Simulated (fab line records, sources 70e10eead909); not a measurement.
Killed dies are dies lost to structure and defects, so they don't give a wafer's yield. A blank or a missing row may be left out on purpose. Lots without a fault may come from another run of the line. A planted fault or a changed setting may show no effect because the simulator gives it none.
Which tool did it? | flow nand_harc | 12 lots, 36 wafers sampled, at 5 steps of a route of 1159

WHAT THE GAUGES READ, wafer by wafer
NHARC_END_SORT_01. Usual: killed_at_array 27, standard deviation 12; killed_at_other 0.9, standard deviation 1.1; killed_at_periphery 3.2, standard deviation 2.4; killed_dies 31, standard deviation 12; killed_open 3.3, standard deviation 1.7; killed_short 2.0, standard deviation 1.6.
lot  | measured     | on        | killed_at_array | killed_at_other | killed_at_periphery | killed_dies | killed_open | killed_short | flag
L607 | day 24 19:15 | prober-02 | 51 35 41        | 1 1 4           | 5 2 9               | 57 38 54    | 6 1 7       | 6 1 3        |

WHICH TOOL RAN EACH LOT (tool, then ch and the chambers of the sampled wafers, then the start)
lot  | NHARC_P_BONDPAD_DESCUM_11          | NHARC_A_CHANNEL_HOLE_D1_SOFTBAKE_05 | NHARC_A_CHANNEL_HOLE_D1_ETCH_21  | NHARC_A_CHANNEL_FILL_D1_ALD_14
L597 | rie_diel-04 ch 1,2, day 6 09:44    | litho_track-01 ch 0, day 8 08:00    | har_etch-01 ch 0,1, day 8 10:42  | ald_hk-03 ch 1,2,3, day 8 23:22
L598 | rie_diel-04 ch 1,2,3, day 6 19:10  | litho_track-06 ch 0, day 8 14:00    | har_etch-01 ch 0,1, day 8 17:26  | ald_hk-04 ch 0,2, day 9 07:15
L599 | rie_diel-12 ch 0,1, day 6 19:26    | litho_track-01 ch 0, day 8 14:00    | har_etch-02 ch 0,1, day 8 16:46  | ald_hk-04 ch 0,2,3, day 9 07:07
L602 | rie_diel-07 ch 1,2,3, day 7 17:39  | litho_track-01 ch 0, day 9 11:00    | har_etch-02 ch 0,1, day 9 13:46  | ald_hk-01 ch 0,1,2, day 10 02:38
L607 | rie_diel-04 ch 0,3, day 9 00:22    | litho_track-01 ch 0, day 10 22:00   | har_etch-01 ch 0,1, day 11 00:20 | ald_hk-01 ch 1,3, day 11 12:50
L610 | rie_diel-04 ch 0,1,3, day 9 13:35  | litho_track-06 ch 0, day 11 08:00   | har_etch-01 ch 1, day 11 10:38   | ald_hk-01 ch 0,2, day 11 23:09
L611 | rie_diel-12 ch 0,2,3, day 10 04:16 | litho_track-04 ch 0, day 11 23:00   | har_etch-02 ch 0,1, day 12 01:47 | ald_hk-03 ch 0,1,3, day 12 15:21
L613 | rie_diel-04 ch 0,1,3, day 10 13:26 | litho_track-06 ch 0, day 12 06:00   | har_etch-02 ch 0, day 12 09:13   | ald_hk-04 ch 0,3, day 12 23:34
L615 | rie_diel-04 ch 0,1,2, day 11 13:03 | litho_track-01 ch 0, day 13 07:00   | har_etch-01 ch 0, day 13 09:22   | ald_hk-04 ch 0,3, day 13 23:40
L618 | rie_diel-04 ch 0,2,3, day 11 14:32 | litho_track-04 ch 0, day 13 10:00   | har_etch-01 ch 0,1, day 13 13:32 | ald_hk-04 ch 0,1,3, day 14 02:06
L619 | rie_diel-04 ch 2,3, day 11 20:25   | litho_track-01 ch 0, day 13 17:00   | har_etch-02 ch 0,1, day 13 19:31 | ald_hk-04 ch 1,2,3, day 14 08:23
L620 | rie_diel-04 ch 0,1, day 12 04:35   | litho_track-06 ch 0, day 14 03:00   | har_etch-02 ch 0,1, day 14 10:25 | ald_hk-04 ch 1,2,3, day 15 00:58
- NHARC_P_BONDPAD_DESCUM_11: chemistry O2, time 3 s.
- NHARC_A_CHANNEL_HOLE_D1_SOFTBAKE_05: time 55 s.
- NHARC_A_CHANNEL_HOLE_D1_ETCH_21: etches the open film in C4F8/O2/Ar, time 514.3 s, target depth 1600 nm.
- NHARC_A_CHANNEL_FILL_D1_ALD_14: deposits SiO2, target thk 2.5 nm, pulse time 10 s, ald cycles 25.

WHAT THE TOOLS THEMSELVES READ (means of the sampled wafers that have a number; where no wafer has one, the mark that the record gives instead)
NHARC_P_BONDPAD_DESCUM_11. Usual: drypump_motor_current_A 5.6 A, standard deviation 0.58; mfc_ar_sccm 0.010 sccm, standard deviation 0.012; oes_product_au 1.007 a.u., standard deviation 0.015; rf_vpp_V 57.7 V, standard deviation 0.83; showerhead_plenum_p_Torr 1.94 Torr, standard deviation 0.07; throttle_valve_pct 11.311 %, standard deviation 0.0088.
lot  | tool        | drypump_motor_current_A (A) | mfc_ar_sccm (sccm) | oes_product_au (a.u.) | rf_vpp_V (V) | showerhead_plenum_p_Torr (Torr) | throttle_valve_pct (%) | flag
L597 | rie_diel-04 | 5.2                         | 0.006              | 1.024                 | 58.0         | 1.97                            | 11.312                 |
L598 | rie_diel-04 | 5.6                         | 0.016              | 1.007                 | 57.7         | 1.95                            | 11.320                 |
L599 | rie_diel-12 | 5.8                         | 0.004              | 0.996                 | 57.4         | 1.94                            | 11.311                 |
L602 | rie_diel-07 | 5.4                         | 0.013              | 0.999                 | 57.7         | 1.99                            | 11.309                 |
L607 | rie_diel-04 | 6.1                         | 0.020              | 1.002                 | 57.7         | 1.92                            | 11.313                 |
L610 | rie_diel-04 | 5.6                         | 0.016              | 1.011                 | 57.5         | 1.89                            | 11.319                 |
L611 | rie_diel-12 | 6.0                         | 0.000              | 1.006                 | 57.0         | 1.96                            | 11.308                 |
L613 | rie_diel-04 | 5.6                         | 0.016              | 1.012                 | 57.4         | 1.89                            | 11.316                 |
L615 | rie_diel-04 | 5.2                         | 0.006              | 1.018                 | 58.1         | 1.91                            | 11.312                 |
L618 | rie_diel-04 | 5.7                         | 0.010              | 1.006                 | 57.6         | 1.93                            | 11.314                 |
L619 | rie_diel-04 | 5.7                         | 0.010              | 1.010                 | 58.0         | 2.00                            | 11.305                 |
L620 | rie_diel-04 | 5.2                         | 0.006              | 1.016                 | 57.7         | 1.85                            | 11.307                 |

NHARC_A_CHANNEL_HOLE_D1_SOFTBAKE_05. Usual: chill_plate_temp_C 22.99 C, standard deviation 0.11; heater_power_total_W 188.44 W, standard deviation 0.14.
lot  | tool           | chill_plate_temp_C (C) | heater_power_total_W (W) | flag
L597 | litho_track-01 | 22.98                  | 188.47                   |
L598 | litho_track-06 | 22.91                  | 188.40                   |
L599 | litho_track-01 | 22.98                  | 188.47                   |
L602 | litho_track-01 | 22.90                  | 159.47                   | OFF
L607 | litho_track-01 | 23.00                  | 159.54                   | OFF
L610 | litho_track-06 | 23.06                  | 188.56                   |
L611 | litho_track-04 | 22.92                  | 188.34                   |
L613 | litho_track-06 | 22.96                  | 188.37                   |
L615 | litho_track-01 | 22.97                  | 188.36                   |
L618 | litho_track-04 | 22.98                  | 188.47                   |
L619 | litho_track-01 | 23.13                  | 188.42                   |
L620 | litho_track-06 | 22.99                  | 188.58                   |

NHARC_A_CHANNEL_HOLE_D1_ETCH_21. Usual: drypump_motor_current_A 5.8 A, standard deviation 0.46; mfc_ar_sccm 375.2 sccm, standard deviation 1.1; showerhead_plenum_p_Torr 3.73 Torr, standard deviation 0.14; throttle_valve_pct 32.154 %, standard deviation 0.0096.
lot  | tool        | drypump_motor_current_A (A) | mfc_ar_sccm (sccm) | showerhead_plenum_p_Torr (Torr) | throttle_valve_pct (%) | flag
L597 | har_etch-01 | 5.5                         | 375.1              | 3.80                            | 32.156                 |
L598 | har_etch-01 | 5.5                         | 373.9              | 3.80                            | 32.160                 |
L599 | har_etch-02 | 6.3                         | 375.1              | 3.76                            | 32.157                 |
L602 | har_etch-02 | 6.0                         | 375.2              | 3.64                            | 32.155                 |
L607 | har_etch-01 | 5.5                         | 375.0              | 3.78                            | 32.146                 |
L610 | har_etch-01 | 5.6                         | 374.2              | 3.81                            | 32.144                 |
L611 | har_etch-02 | 6.0                         | 375.3              | 3.62                            | 32.155                 |
L613 | har_etch-02 | 5.7                         | 376.9              | 3.50                            | 32.153                 |
L615 | har_etch-01 | 5.5                         | 376.1              | 3.75                            | 32.161                 |
L618 | har_etch-01 | 5.5                         | 374.4              | 3.77                            | 32.155                 |
L619 | har_etch-02 | 6.4                         | 374.8              | 3.73                            | 32.144                 |
L620 | har_etch-02 | 6.3                         | 375.2              | 3.72                            | 32.152                 |

NHARC_A_CHANNEL_FILL_D1_ALD_14. Usual: heater_power_outer_w 266 W, standard deviation 36; heater_power_w 472 W, standard deviation 58; precursor_pulse_height_rel 1.003, standard deviation 0.021.
lot  | tool      | heater_power_outer_w (W) | heater_power_w (W) | precursor_pulse_height_rel | flag
L597 | ald_hk-03 | 253                      | 444                | 1.015                      |
L598 | ald_hk-04 | 261                      | 446                | 0.987                      |
L599 | ald_hk-04 | 273                      | 480                | 0.998                      |
L602 | ald_hk-01 | 266                      | 454                | 1.003                      |
L607 | ald_hk-01 | 270                      | 506                | 0.998                      |
L610 | ald_hk-01 | 272                      | 478                | 0.986                      |
L611 | ald_hk-03 | 276                      | 491                | 0.986                      |
L613 | ald_hk-04 | 230                      | 431                | 1.018                      |
L615 | ald_hk-04 | 234                      | 426                | 0.993                      |
L618 | ald_hk-04 | 247                      | 460                | 0.991                      |
L619 | ald_hk-04 | 292                      | 512                | 0.999                      |
L620 | ald_hk-04 | 288                      | 512                | 1.000                      |

THE ANSWER, worked out from the rows above alone
Rule: a lot is off if the mean of its wafers that have a number lies more than 3 standard deviations from the usual mean. A lot without any number at a reading at which 4 lots or more have one is off too. The other lots that the step has rows for count as sound. The gauges are gone through in route order, then the tools' own readings, and for those a lot's mean is taken as printed above. The first step at which some lot is off is used, and at that step the reading that is off furthest; a lot without a number counts as furthest.
Off: L602, L607, at NHARC_A_CHANNEL_HOLE_D1_SOFTBAKE_05 (heater_power_total_W).
A tool fits if, at that step or a process step before it, it ran every lot that is off, and no sound lot after the first of them. None of those tried fits.

WHAT THE SIMULATOR HAD PUT IN
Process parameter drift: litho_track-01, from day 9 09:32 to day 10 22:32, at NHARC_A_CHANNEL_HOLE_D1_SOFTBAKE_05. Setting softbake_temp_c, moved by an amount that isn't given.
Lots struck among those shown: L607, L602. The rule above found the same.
